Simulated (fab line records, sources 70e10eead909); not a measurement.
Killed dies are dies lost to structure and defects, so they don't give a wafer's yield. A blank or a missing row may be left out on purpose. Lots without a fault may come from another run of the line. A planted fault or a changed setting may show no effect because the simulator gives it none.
A struck lot beside a sound one | flow nand_harc | 28 steps out of a route of 1302
Sound: wafers L791.3, L791.4, L791.6. Struck: wafer L784.1. The cause comes at the end.
At each step with rows: each side's tool, then ch and its chambers, then its first start. Under that, the readings that differ: sound wafers | struck wafers | difference of the means | sigmas: that difference in standard deviations of wafers without a fault.
alike: readings whose means differ by less than 2 such deviations, and words and numbers that are the same on both sides. not compared: withheld readings, readings that some wafer has no value for, bounds like >300 that may hide the same value, and numbers for which the record gives no deviation and whose values overlap.
The two part at a step that has a row with sigmas, a row that says differs or no value, or rows on one side only. Numbers that don't overlap but have no deviation are shown without sigmas and don't part them. A reading that every wafer of one side lacks parts them only if that side has two wafers or more.

first, 8 steps without rows for these wafers: NHARC_A_M0_HMDS_02 (time 30 s); NHARC_A_M0_COAT_33 (time 65 s); NHARC_A_M0_COAT_03 (resist thk 90 nm); NHARC_A_M0_SOFTBAKE_04 (time 55 s); NHARC_A_M0_EBR_05; NHARC_A_M0_EXPOSE_06 (exposes mask A M0, target cd 80 nm); NHARC_A_M0_PEB_07 (peb time 65 s); NHARC_A_M0_DEVELOP_08 (develop time 35 s).
NHARC_A_M0_CD_MEAS_09: target cd 80 nm.
  sound on cd_sem-02 ch 0, day 28 23:38; struck on cd_sem-01 ch 0, day 27 06:08
  alike: cd_nm
NHARC_A_M0_OVL_MEAS_10: pitch 160 nm.
  sound on overlay-02, day 28 23:43; struck on overlay-01, day 27 06:13
  alike: overlay_x_nm, overlay_y_nm
NHARC_A_M0_INSPECT_11:
  sound on defect_inspect-01, day 28 23:45; struck on defect_inspect-02, day 27 06:16
  alike: raw_defect_count
NHARC_A_M0_DESCUM_14: chemistry O2, time 3 s.
  sound on rie_diel-02 ch 2,3, day 28 23:49; struck on rie_diel-13 ch 3, day 27 06:19
  reading      | sound          | struck | difference | sigmas
  rf_vpp_V (V) | 58.1 58.7 59.4 | 56.5   | -2.2       | -3
  alike: drypump_motor_current_A, oes_product_au, showerhead_plenum_p_Torr, throttle_valve_pct
  not compared: rf_hours_counter_h
NHARC_A_M0_ETCH_34: etches the open film in N2/H2, target depth 40 nm, overetch 12 nm, time 43.94 s.
  sound on rie_diel-02 ch 0,2,3, day 28 23:55; struck on rie_diel-13 ch 1, day 27 06:25
  alike: drypump_motor_current_A, n2_flow_sccm, oes_product_au, rf_vpp_V, showerhead_plenum_p_Torr, throttle_valve_pct
  not compared: rf_hours_counter_h
then, 1 step without rows for these wafers: NHARC_A_M0_ETCH_15 (etches the open film in C4F8/Ar, target depth 150 nm, overetch 15 nm, time 82.5 s).
NHARC_A_M0_CD_MEAS_16:
  sound on cd_sem-03, day 29 00:07; struck on cd_sem-01, day 27 06:37
  alike: cd_nm
then, 3 steps without rows for these wafers: NHARC_A_M0_STRIP_18 (strips in N2/H2); NHARC_A_M0_STRIP_19 (strips in post etch residue remover, time 600 s); NHARC_A_M0_DEGAS_28 (time 60 s).
NHARC_A_M0_PRE_CLEAN_29: time 30 s.
  sound on pvd_sputter-03; struck on pvd_sputter-02
  alike: heater_power_w
NHARC_A_M0_PVD_20: deposits TaN, target thk 5 nm, time 8.06 s.
  sound on pvd_sputter-03; struck on pvd_sputter-02
  alike: throttle_valve_pct
NHARC_A_M0_PVD_21: deposits Cu, target thk 30 nm, time 20.49 s.
  sound on pvd_sputter-03; struck on pvd_sputter-02
  alike: throttle_valve_pct
then, 3 steps without rows for these wafers: NHARC_A_M0_ECD_22 (material Cu, target thk 400 nm); NHARC_A_M0_ANNEAL_30 (time 90 s); NHARC_A_M0_CMP_23 (polishes, t overpolish 20 s, target thk 113.75 nm).
NHARC_A_M0_THK_MEAS_24: measures by xrf.
  sound on film_metro-01, day 29 02:11; struck on film_metro-02, day 27 08:40
  alike: thk_nm
then, 1 step without rows for these wafers: NHARC_A_M0_SRD_25.
NHARC_A_M0_PRE_CLEAN_31: time 12 s.
  sound on pecvd-03 ch 1,2, day 29 02:26; struck on pecvd-01 ch 1, day 27 12:37
  reading | sound | struck                   | difference                   | sigmas
  hold    | - - - | await_dispo/3.5h/release | no value on the sound wafers |
  alike: heater_power_w
NHARC_END_SORT_01:
  the record has rows for the struck wafers here (prober-01 ch 0, day 29 11:33) and none for the sound ones

WHERE THEY PART
First at NHARC_A_M0_DESCUM_14; last, within this record, at NHARC_END_SORT_01.

WHY: what the simulator had put in
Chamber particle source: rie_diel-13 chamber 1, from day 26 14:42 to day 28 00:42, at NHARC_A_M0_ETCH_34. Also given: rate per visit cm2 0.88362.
